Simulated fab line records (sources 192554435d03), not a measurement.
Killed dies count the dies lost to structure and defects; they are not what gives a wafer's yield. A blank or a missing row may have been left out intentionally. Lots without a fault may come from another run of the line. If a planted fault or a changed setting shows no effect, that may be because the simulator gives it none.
fab line records -- flow n5_finfet
record lots=6, wafers=16, last_day=16
route steps=1938 shown HKMG_FIN@400 BEOL_M4@1111 PASSIVATION@1936
lots that met no fault: from a run of the same line without faults
start_h: hours from the record's opening day to when the first of the lot's shown wafers began -- wait_h: hours since the lot's step before -- " repeats the value in the row above -- L1.1+2: a row that stands for several wafers -- - either no value or no given start -- * or withheld: withheld -- < > ~ a bound
route shown NAME@n: names a module that has steps shown in the file, with the first one's number in the route -- usual: mean/standard deviation of fault-free wafers -- same: alike in all rows -- chamber/n: place in a boat -- sites: the reading at each site -- _std_site: standard deviation of those values -- _edge_site: the outer-site mean with the inner-site mean subtracted -- radius_mm: how far each site lies from the wafer's centre -- mask NAME#n: copy n -- behind: tool/chamber where the wafer was last shaped -- hold: the reason the lot was held/the length of the hold in hours/how it ended -- device: the n, p or np transistor that did not switch -- end of line: the route-end tests of the same wafers -- a step given without rows: its recipe and nothing more -- killed: dies that structure and defects cost at the first sort, which is not the same as the wafer's yield -- map: the dies of a wafer, with x for killed, . for not killed, _ for no die there
set.NAME: setting as actually run; set.NAME@STEP: the setting as run at that earlier step -- model.NAME: the simulator's own value behind a step, which no gauge read
lots at selected steps of the route; one table per step, one row per wafer
services: from which hour (start_h, from the record's first day; less than 0 if before it) a tool's chamber was out of use, for how many hours, and why
## steps
# step N5_HKMG_FIN_INSPECT_61
# recipe mode=adi, inspect_instrument=macro
# usual raw_defect_count=1.9/1.4
lot.wafer,tool,chamber,start_h,wait_h,raw_defect_count
L114.1,defect_inspect-02,-,122.43,0.0,0
L114.3,defect_inspect-02,-,122.43,0.0,1
L114.4,defect_inspect-02,-,122.43,0.0,2
L115.2,defect_inspect-02,-,128.77,0.0,4
L115.4,defect_inspect-02,-,128.77,0.0,1
L115.6,defect_inspect-02,-,128.77,0.0,1
L118.1,defect_inspect-02,-,147.93,0.0,2
L118.3,defect_inspect-02,-,147.93,0.0,2
L118.4,defect_inspect-02,-,147.93,0.0,2
L119.1,defect_inspect-02,-,151.01,0.0,4
L119.2,defect_inspect-02,-,151.01,0.0,1
L119.4,defect_inspect-02,-,151.01,0.0,0
L122.2,defect_inspect-02,-,174.32,0.0,4
L122.6,defect_inspect-02,-,174.32,0.0,2
L126.1,defect_inspect-01,-,190.35,0.0,3
L126.3,defect_inspect-01,-,190.35,0.0,0
# step N5_HKMG_FIN_DESCUM_53
# recipe chemistry=O2, time_s=7.9, source_power_w=50, bias_power_w=20, pressure_mtorr=20, rf_frequency_hz=2.712e+07, temp_c=40, resist=CAR-ArF, o2_flow_sccm=225
# step N5_HKMG_FIN_ETCH_54
# recipe chemistry=CF4, target=SiARC, target_depth_a=455, mask_material=CAR-ArF, time_s=75.8, ion_energy_ev=80, pressure_mtorr=40, source_w=545, bias_w=36, Ar_flow_sccm=100, cf4_flow_sccm=100, ends=cleared
# usual drypump_motor_current_A=5.7/0.51, etch_rf_on_time_s=76.0/0.94, oes_product_au=0.67/0.083, rf_vpp_V=184.0/1.2, showerhead_plenum_p_Torr=2.13/0.059, throttle_valve_pct=15.62/0.23
lot.wafer,tool,chamber,start_h,wait_h,drypump_motor_current_A,etch_rf_on_time_s,oes_product_au,rf_hours_counter_h,rf_vpp_V,showerhead_plenum_p_Torr,throttle_valve_pct
L114.1,rie_diel-06,3,122.58,0.0,6.8,76.7,0.65,151,184.8,2.22,15.65
L114.3,rie_diel-06,2,122.58,0.0,5.4,76.4,0.60,241,184.7,2.11,15.88
L114.4,rie_diel-06,2,122.58,0.0,5.4,76.5,0.60,-,182.5,2.11,15.86
L115.2,rie_diel-04,2,128.84,0.0,6.5,77.5,0.58,247,182.6,2.03,15.95
L115.4,rie_diel-04,1,128.84,0.0,5.6,77.4,0.60,194,184.1,2.12,15.59
L115.6,rie_diel-04,1,128.84,0.0,5.6,77.2,0.61,-,185.5,2.12,15.58
L118.1,rie_diel-01,3,148.00,0.0,5.8,75.6,0.79,21,185.0,2.18,15.42
L118.3,rie_diel-01,1,148.00,0.0,4.9,74.7,0.82,9,183.6,2.11,15.24
L118.4,rie_diel-01,1,148.00,0.0,4.9,75.4,0.81,-,184.9,2.11,15.25
L119.1,rie_diel-01,2,151.12,0.0,5.5,76.6,0.62,165,184.1,2.14,15.51
L119.2,rie_diel-01,3,151.12,0.0,5.8,76.0,0.79,23,185.2,2.18,15.40
L119.4,rie_diel-01,1,151.12,0.0,4.9,75.4,0.79,12,183.6,2.10,15.26
L122.2,rie_diel-06,0,174.39,0.0,5.5,76.9,0.64,139,186.5,2.23,15.73
L122.6,rie_diel-06,2,174.39,0.0,5.4,75.7,0.82,-,183.3,2.11,15.39
L126.1,rie_diel-01,2,190.48,0.0,5.5,77.7,0.61,181,184.5,2.13,15.51
L126.3,rie_diel-01,1,190.48,0.0,4.8,75.9,0.77,27,182.0,2.10,15.28
# step N5_HKMG_FIN_ETCH_55
# recipe chemistry=N2/H2, target=SOC, target_depth_a=2400, temp_c=40, time_s=300, ion_energy_ev=200, mask_material=SiARC, pressure_mtorr=30, source_w=840, bias_w=150, n2_flow_sccm=200, h2_flow_sccm=200
# usual drypump_motor_current_A=5.7/0.51, oes_product_au=0.78/0.097, rf_vpp_V=523.4/2.2, showerhead_plenum_p_Torr=2.53/0.076, throttle_valve_pct=17.86/0.23
lot.wafer,tool,chamber,start_h,wait_h,drypump_motor_current_A,oes_product_au,rf_hours_counter_h,rf_vpp_V,showerhead_plenum_p_Torr,throttle_valve_pct
L114.1,rie_diel-06,3,122.64,0.0,6.8,0.76,151,526.5,2.65,17.80
L114.3,rie_diel-06,2,122.64,0.0,5.4,0.71,241,522.7,2.51,18.03
L114.4,rie_diel-06,2,122.64,0.0,5.4,0.71,-,521.6,2.51,18.04
L115.2,rie_diel-04,2,128.89,0.0,6.5,0.69,247,519.5,2.41,18.25
L115.4,rie_diel-04,1,128.89,0.0,5.6,0.71,194,525.2,2.53,17.94
L115.6,rie_diel-04,1,128.89,0.0,5.6,0.70,-,522.6,2.53,17.92
L118.1,rie_diel-01,3,148.06,0.0,5.8,0.92,21,526.0,2.61,17.67
L118.3,rie_diel-01,1,148.06,0.0,4.9,0.94,9,522.5,2.50,17.52
L118.4,rie_diel-01,1,148.06,0.0,4.9,0.95,-,522.4,2.50,17.53
L119.1,rie_diel-01,2,151.17,0.0,5.5,0.73,165,523.1,2.54,17.71
L119.2,rie_diel-01,3,151.17,0.0,5.8,0.93,23,524.9,2.61,17.67
L119.4,rie_diel-01,1,151.17,0.0,4.9,0.95,12,521.9,2.49,17.51
L122.2,rie_diel-06,0,174.44,0.0,5.5,0.76,139,526.8,2.65,17.95
L122.6,rie_diel-06,2,174.44,0.0,5.3,0.97,-,523.6,2.50,17.60
L126.1,rie_diel-01,2,190.53,0.0,5.5,0.72,181,523.5,2.53,17.75
L126.3,rie_diel-01,1,190.53,0.0,4.9,0.91,28,522.0,2.49,17.54
# step N5_HKMG_FIN_STRIP_56
# recipe chemistry=N2/H2, temp_c=40, n2_flow_sccm=200, h2_flow_sccm=200, rf_frequency_hz=6e+07
# step N5_HKMG_FIN_STRIP_57
# recipe chemistry=CF4, resist=SiARC, power_w=300, bias_power_w=75, pressure_mtorr=50, cf4_flow_sccm=150, rf_frequency_hz=6e+07
# step N5_HKMG_FIN_ETCH_58
# recipe chemistry=N2/H2, target=SOC, target_depth_a=2158, ion_energy_ev=50, bias_w=13, time_s=741, pressure_mtorr=30, source_w=875, n2_flow_sccm=200, h2_flow_sccm=200
# step N5_HKMG_FIN_STRIP_93
# recipe chemistry=N2/H2, material=SOC, time_s=20, power_w=500, temp_c=40, pressure_mtorr=50, rf_frequency_hz=6e+07, bias_power_w=8, h2_frac=0.5, n2_flow_sccm=300, h2_flow_sccm=300
# usual drypump_motor_current_A=5.7/0.51, oes_product_au=0.78/0.098, power_w=500.0/1.5, rf_vpp_V=54.1/1.1, showerhead_plenum_p_Torr=3.34/0.097, throttle_valve_pct=19.1/0.3
lot.wafer,tool,chamber,start_h,wait_h,drypump_motor_current_A,oes_product_au,power_w,rf_hours_counter_h,rf_vpp_V,showerhead_plenum_p_Torr,throttle_valve_pct
L114.1,rie_diel-06,3,123.27,0.2,6.8,0.76,503.2,151,55.0,3.49,18.7
L114.3,rie_diel-06,2,123.27,0.2,5.4,0.70,501.2,242,54.1,3.31,19.0
L114.4,rie_diel-06,2,123.27,0.2,5.4,0.71,500.7,-,54.5,3.31,19.0
L115.2,rie_diel-04,2,129.53,0.2,6.5,0.69,499.1,247,52.4,3.18,19.6
L115.4,rie_diel-04,1,129.53,0.2,5.6,0.71,497.9,195,53.7,3.34,19.5
L115.6,rie_diel-04,1,129.53,0.2,5.6,0.71,498.1,-,52.1,3.34,19.5
L118.1,rie_diel-01,3,148.69,0.2,5.8,0.93,499.5,21,56.0,3.44,18.7
L118.3,rie_diel-01,1,148.69,0.2,4.9,0.97,496.8,10,52.2,3.30,18.8
L118.4,rie_diel-01,1,148.69,0.2,4.9,0.96,502.0,-,54.0,3.30,18.8
L119.1,rie_diel-01,2,151.81,0.2,5.5,0.74,499.7,166,54.2,3.35,19.0
L119.2,rie_diel-01,3,151.81,0.2,5.8,0.92,499.8,23,54.5,3.44,18.7
L119.4,rie_diel-01,1,151.81,0.2,4.8,0.95,500.3,12,52.9,3.30,18.8
L122.2,rie_diel-06,0,175.08,0.2,5.5,0.76,498.4,140,54.4,3.50,19.0
L122.6,rie_diel-06,2,175.08,0.2,5.4,0.96,499.2,-,54.6,3.31,18.6
L126.1,rie_diel-01,2,191.17,0.2,5.5,0.72,502.9,182,53.2,3.34,19.0
L126.3,rie_diel-01,1,191.17,0.2,4.9,0.91,497.5,28,52.3,3.29,18.8
# step N5_HKMG_FIN_WET_ETCH_76
# recipe chemistry=dNH4OH, mix=1:50, temp_c=25, target=Al2O3, stop_on=La2O3, target_depth_nm=2.25, dry=ipa_marangoni, rinse_time_s=30, rinse_temp_c=23
# step N5_HKMG_FIN_STRIP_60
# recipe chemistry=N2/H2, power_w=2500, temp_c=300, h2_frac=0.65, time_s=360, pressure_mtorr=withheld, n2_flow_sccm=1750, h2_flow_sccm=3250
# usual drypump_motor_current_A=5.5/0.6, heater_power_w=451/25
lot.wafer,tool,chamber,start_h,wait_h,drypump_motor_current_A,heater_power_w,rf_hours_counter_h
L114.1,plasma_asher-01,1,123.42,0.0,4.7,447,95
L114.3,plasma_asher-01,1,123.42,0.0,4.7,452,-
L114.4,plasma_asher-01,0,123.42,0.0,5.7,457,-
L115.2,plasma_asher-01,1,129.68,0.0,4.7,446,96
L115.4,plasma_asher-01,0,129.68,0.0,5.7,458,-
L115.6,plasma_asher-01,0,129.68,0.0,5.7,460,-
L118.1,plasma_asher-02,0,149.11,0.0,6.4,432,48
L118.3,plasma_asher-02,1,149.11,0.0,5.5,503,-
L118.4,plasma_asher-02,0,149.11,0.0,6.4,414,-
L119.1,plasma_asher-02,0,151.96,0.0,6.4,408,49
L119.2,plasma_asher-02,1,151.96,0.0,5.5,490,49
L119.4,plasma_asher-02,0,151.96,0.0,6.4,423,-
L122.2,plasma_asher-01,1,175.24,0.0,4.7,452,102
L122.6,plasma_asher-01,1,175.24,0.0,4.7,440,-
L126.1,plasma_asher-01,1,191.32,0.0,4.7,443,107
L126.3,plasma_asher-01,1,191.32,0.0,4.7,459,-
# step N5_HKMG_FIN_WET_ETCH_77
# recipe chemistry=dHCl, mix=1:10000, temp_c=25, target=La2O3, stop_on=HfO2, target_depth_nm=2
# step N5_HKMG_FIN_WET_ETCH_78
# recipe chemistry=dNH4OH, mix=1:50, temp_c=25, target=Al2O3, stop_on=La2O3, target_depth_nm=4.5, dry=ipa_marangoni, rinse_time_s=30, rinse_temp_c=23
# step N5_HKMG_FIN_ALD_79
# recipe material=TiN, target_thk_a=15, temp_c=400, ald_precursor_family=TiCl4, ald_co_reactant=NH3, pulse_time_s=1, purge_time_s=3, co_reactant_purge_time_s=2, co_reactant_pulse_time_s=2, ald_cycles=68, pressure_torr=3
# usual ald_cycles=68/0, heater_power_w=924/92, precursor_pulse_height_rel=0.997/0.02
lot.wafer,tool,chamber,start_h,wait_h,ald_cycles,heater_power_w,precursor_pulse_height_rel,model.TiN_of_HKMG_FIN_ALD_79.thk_nm
L114.1,ald_metal-01,1,123.91,0.0,68,928,1.004,1.6
L114.3,ald_metal-01,2,123.91,0.0,68,1109,0.973,1.6
L114.4,ald_metal-01,0,123.91,0.0,68,810,1.013,1.4
L115.2,ald_metal-01,2,130.17,0.0,68,1101,0.957,1.4
L115.4,ald_metal-01,1,130.17,0.0,68,955,1.020,1.4
L115.6,ald_metal-01,2,130.17,0.0,68,1113,0.978,1.6
L118.1,ald_metal-03,3,149.60,0.0,68,893,0.985,1.6
L118.3,ald_metal-03,2,149.60,0.0,68,927,0.982,1.4
L118.4,ald_metal-03,0,149.60,0.0,68,826,1.000,1.4
L119.1,ald_metal-03,2,152.45,0.0,68,933,0.996,1.4
L119.2,ald_metal-03,1,152.45,0.0,68,910,1.023,1.4
L119.4,ald_metal-03,0,152.45,0.0,68,815,1.016,1.4
L122.2,ald_metal-03,0,175.72,0.0,98,817,0.962,2.2
L122.6,ald_metal-03,3,175.72,0.0,68,893,0.995,1.6
L126.1,ald_metal-03,1,191.83,0.0,98,933,0.995,2.2
L126.3,ald_metal-03,3,191.83,0.0,68,883,1.003,1.6
# step N5_HKMG_FIN_CVD_62
# recipe material=a-Si, target_thk_a=30, temp_c=500, precursor=Si2H6, pressure_torr=1, time_s=20.8
# usual heater_power_w=1340/130
lot.wafer,tool,chamber,start_h,wait_h,heater_power_w
L114.1,thermal_cvd_si-01,1,124.27,0.2,1426
L114.3,thermal_cvd_si-01,2,124.27,0.2,1375
L114.4,thermal_cvd_si-01,2,124.27,0.2,1409
L115.2,thermal_cvd_si-02,1,130.54,0.2,1528
L115.4,thermal_cvd_si-02,0,130.54,0.2,1150
L115.6,thermal_cvd_si-02,2,130.54,0.2,1206
L118.1,thermal_cvd_si-02,1,149.96,0.2,1542
L118.3,thermal_cvd_si-02,2,149.96,0.2,1236
L118.4,thermal_cvd_si-02,1,149.96,0.2,1523
L119.1,thermal_cvd_si-02,1,152.81,0.2,1555
L119.2,thermal_cvd_si-02,0,152.81,0.2,1171
L119.4,thermal_cvd_si-02,2,152.81,0.2,1294
L122.2,thermal_cvd_si-02,0,176.09,0.2,1176
L122.6,thermal_cvd_si-02,0,176.09,0.2,1176
L126.1,thermal_cvd_si-01,0,192.19,0.2,1250
L126.3,thermal_cvd_si-01,2,192.19,0.2,1398
# step N5_BEOL_M4_RC_MEAS_101
# usual DIBL_N=36.4/1.5, DIBL_P=36.6/1.9, IOFF_N=0.155/0.021, IOFF_P=0.211/0.028, ION_N=671/8.6, ION_P=462/5.8, SS_N=71.5/0.5, SS_P=73.4/0.58, VT_N=250.1/2.4, VT_P=-250.1/3
lot.wafer,tool,chamber,start_h,wait_h,DIBL_N[mV/V],DIBL_P[mV/V],IOFF_N[nA/um],IOFF_P[nA/um],ION_N[uA/um],ION_P[uA/um],SS_N[mV/dec],SS_P[mV/dec],VT_N[mV],VT_P[mV]
L114.1,prober-01,0,214.65,0.0,37.3,38.5,0.180,0.251,671,469,71.6,74.6,246.0,-249.7
L114.3,prober-01,0,214.65,0.0,36.6,37.5,0.170,0.228,675,461,71.4,74.2,247.8,-249.3
L114.4,prober-01,0,214.65,0.0,34.8,34.8,0.129,0.185,661,460,71.5,73.8,253.9,-252.5
L115.2,prober-02,0,224.46,0.2,38.1,37.2,0.169,0.225,679,464,70.5,72.8,250.5,-247.3
L115.4,prober-02,0,224.46,0.2,37.0,35.9,0.151,0.209,676,464,71.4,72.6,250.6,-249.3
L115.6,prober-02,0,224.46,0.2,38.5,37.6,0.171,0.228,669,460,72.1,74.0,248.1,-248.3
L118.1,prober-01,0,236.66,0.0,37.9,36.6,0.174,0.260,679,470,71.2,74.1,248.3,-245.9
L118.3,prober-01,0,236.66,0.0,35.9,33.9,0.145,0.215,672,467,71.5,73.4,248.4,-244.7
L118.4,prober-01,0,236.66,0.0,36.7,35.3,0.170,0.243,681,476,71.0,73.4,247.0,-244.5
L119.1,prober-01,0,244.20,0.0,36.8,35.1,0.138,0.189,666,460,71.4,72.8,250.7,-253.3
L119.2,prober-01,0,244.20,0.0,37.1,35.7,0.148,0.196,671,460,71.5,72.9,251.4,-253.0
L119.4,prober-01,0,244.20,0.0,36.1,34.0,0.129,0.175,666,456,70.4,72.6,252.9,-252.5
L122.2,prober-01,0,273.91,0.2,37.2,36.7,0.156,0.228,672,462,72.1,73.7,250.1,-248.4
L122.6,prober-01,0,273.91,0.2,38.0,37.9,0.162,0.244,662,460,72.1,73.5,250.1,-247.3
L126.1,prober-01,0,283.95,0.0,37.1,38.6,0.175,0.236,690,475,72.1,74.1,248.4,-248.8
L126.3,prober-01,0,283.95,0.0,35.8,36.7,0.145,0.197,674,465,71.0,73.8,250.3,-251.3
# step N5_PASSIVATION_PROBE_49
# usual defect_limited_yield=91.5/1.4, killed_at_M0_to_M3=33/10, killed_at_M4_up=13/5, killed_at_contacts=13/5.6, killed_at_front_end=38/12, killed_at_other=3.9/2.7, killed_dies=100/16, killed_open=66/13, killed_short=32/7.2, sort_bin_5_function=5.0/0.97, sort_bin_6_memory=3.2/0.61, sort_n_pass=1080/16, sort_yield_pct=91.5/1.4
# same gross_dies=1180, killed_at_back_side=0, sort_bin_4_leakage[%]=0, sort_bin_8_speed[%]=0
lot.wafer,tool,chamber,start_h,wait_h,defect_limited_yield[%],killed_at_M0_to_M3,killed_at_M4_up,killed_at_contacts,killed_at_front_end,killed_at_other,killed_dies,killed_open,killed_short,sort_bin_5_function[%],sort_bin_6_memory[%],sort_n_pass,sort_yield_pct[%]
L114.1,prober-01,-,314.34,0.3,92.0,28,13,14,33,6,94,54,38,4.6,3.1,1086,92.0
L114.3,prober-01,-,314.44,0.4,91.4,35,16,13,36,1,101,76,23,4.1,4.4,1079,91.4
L114.4,prober-01,-,314.49,0.5,90.1,31,14,22,49,1,117,77,36,5.5,4.2,1063,90.1
L119.1,prober-02,-,342.73,0.0,91.3,31,11,10,45,6,103,60,40,5.3,3.1,1077,91.3
L119.2,prober-02,-,342.78,0.1,89.1,31,9,16,68,5,129,92,35,7.0,3.6,1051,89.1
L119.4,prober-02,-,342.88,0.2,93.4,26,7,8,35,2,78,49,28,4.4,2.1,1102,93.4
L122.2,prober-02,-,377.98,0.1,89.3,45,5,13,56,7,126,75,48,5.8,4.6,1054,89.3
L126.1,prober-01,-,387.27,0.0,91.1,31,13,12,48,1,105,77,27,5.3,3.3,1075,91.1
L126.3,prober-01,-,387.37,0.1,91.7,40,17,14,27,0,98,64,33,4.2,4.0,1082,91.7
# killed by level:class
L114.1 MOL_CONTACT_COAG:geometric_particle:open=12 BEOL_M1:geometric_particle:short=12 STI_FIN_REVEAL:geometric_particle:open=9 FIN_SAQP:geometric_particle:short=8 BEOL_M8:geometric_particle:open=5 BEOL_M3:geometric_particle:open=4 FIN_SAQP:geometric_particle:open=3 STI_FIN_REVEAL:geometric_particle:short=3
L114.3 STI_FIN_REVEAL:geometric_particle:open=17 BEOL_M2:geometric_particle:open=13 MOL_CONTACT_COAG:geometric_particle:open=9 BEOL_M8:geometric_particle:open=7 BEOL_M0_SAQP:geometric_particle:open=7 BEOL_M0_SAQP:geometric_particle:short=6 FIN_SAQP:geometric_particle:open=5 MOL_CONTACT_COAG:geometric_particle:short=4
L114.4 STI_FIN_REVEAL:geometric_particle:open=26 MOL_CONTACT_COAG:geometric_particle:open=18 BEOL_M3:geometric_particle:open=11 STI_FIN_REVEAL:geometric_particle:short=9 FIN_SAQP:geometric_particle:open=5 BEOL_M1:geometric_particle:short=5 MOL_CONTACT_COAG:geometric_particle:short=4 BEOL_M5:geometric_particle:open=3
L119.1 BEOL_M0_SAQP:geometric_particle:open=12 FIN_SAQP:geometric_particle:short=11 MOL_CONTACT_COAG:geometric_particle:open=9 STI_FIN_REVEAL:geometric_particle:open=6 BEOL_M0_SAQP:geometric_particle:short=6 FIN_SAQP:geometric_particle:open=5 BEOL_M5:geometric_particle:open=4 DUMMY_GATE:geometric_particle:short=4
L119.2 STI_FIN_REVEAL:geometric_particle:open=25 MOL_CONTACT_COAG:geometric_particle:open=15 BEOL_M0_SAQP:geometric_particle:open=10 FIN_SAQP:geometric_particle:short=8 BEOL_M0_SAQP:geometric_particle:short=8 FIN_SAQP:geometric_particle:open=6 DUMMY_GATE:geometric_particle:open=6 STI_FIN_REVEAL:geometric_particle:short=5
L119.4 FIN_SAQP:geometric_particle:short=9 BEOL_M0_SAQP:geometric_particle:short=9 FIN_SAQP:geometric_particle:open=7 BEOL_M0_SAQP:geometric_particle:open=7 MOL_CONTACT_COAG:geometric_particle:open=6 STI_FIN_REVEAL:geometric_particle:open=5 BEOL_M3:geometric_particle:open=4 BEOL_M5:geometric_particle:open=4
L122.2 BEOL_M0_SAQP:geometric_particle:open=19 BEOL_M0_SAQP:geometric_particle:short=14 FIN_SAQP:geometric_particle:open=12 MOL_CONTACT_COAG:geometric_particle:open=11 STI_FIN_REVEAL:geometric_particle:open=10 FIN_SAQP:geometric_particle:short=6 DUMMY_GATE:geometric_particle:open=5 GATE_CUT:geometric_particle:open=5
L126.1 STI_FIN_REVEAL:geometric_particle:open=19 BEOL_M2:geometric_particle:open=10 MOL_CONTACT_COAG:geometric_particle:open=10 FIN_SAQP:geometric_particle:open=9 BEOL_M3:geometric_particle:open=6 STARTING-WAFER:geometric_particle:open=5 BEOL_M0_SAQP:geometric_particle:short=4 STI_FIN_REVEAL:geometric_particle:short=4
L126.3 BEOL_M4:geometric_particle:open=15 MOL_CONTACT_COAG:geometric_particle:open=11 BEOL_M2:geometric_particle:open=9 BEOL_M0_SAQP:geometric_particle:open=9 FIN_SAQP:geometric_particle:short=7 GATE_CUT:geometric_particle:short=6 BEOL_M0_SAQP:geometric_particle:short=6 FIN_SAQP:geometric_particle:open=5
## services
tool,chamber,start_h,hours,kind
rie_diel-06,1,102.17,2.4,repair
rie_diel-01,-,104.58,0.5,repair
rie_diel-01,1,107.44,-,clean
rie_diel-01,1,107.44,-,consumable_replace:focus_ring
rie_diel-01,1,107.44,16.2,scheduled_down
rie_diel-01,1,107.44,16.2,vent_cycle
rie_diel-06,0,118.56,6.0,repair
ald_metal-01,0,125.60,34.5,repair
rie_diel-01,0,128.57,-,clean
rie_diel-01,0,128.57,-,consumable_replace:focus_ring
rie_diel-01,0,128.57,21.9,scheduled_down
rie_diel-01,0,128.57,21.9,vent_cycle
ald_metal-03,1,132.93,3.8,repair
rie_diel-04,2,135.03,-,clean
rie_diel-04,2,135.03,-,consumable_replace:focus_ring
rie_diel-04,2,135.03,-,consumable_replace:showerhead
rie_diel-04,2,135.03,19.1,scheduled_down
rie_diel-06,2,150.22,-,clean
rie_diel-06,2,150.22,-,consumable_replace:focus_ring
rie_diel-06,2,150.22,14.8,scheduled_down
rie_diel-06,2,150.22,14.8,vent_cycle
plasma_asher-01,-,151.40,9.6,repair
ald_metal-01,3,157.51,3.4,repair
ald_metal-01,3,188.50,7.2,repair
## key
first_sign step=N5_HKMG_FIN_ALD_79, reading=ald_cycles, direction=up, sigmas=99+, usual=*, struck=*
effect none on later readings
model_effect step=N5_HKMG_FIN_ALD_79, value=TiN_of_HKMG_FIN_ALD_79.thk_nm, without=1.6, struck=2.2
met_at N5_HKMG_FIN_ALD_79
struck_wafers L122.2,L126.1
onset_between 152.45 175.72
fault kind=process_parameter_drift, tool=ald_metal-03, chamber=-, onset_h=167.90, steps=N5_HKMG_FIN_ALD_79, channel=ald_cycles, offset=*, shape=step, end_h=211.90, scope=struck_wafers_only, acts_in=*, stated=*
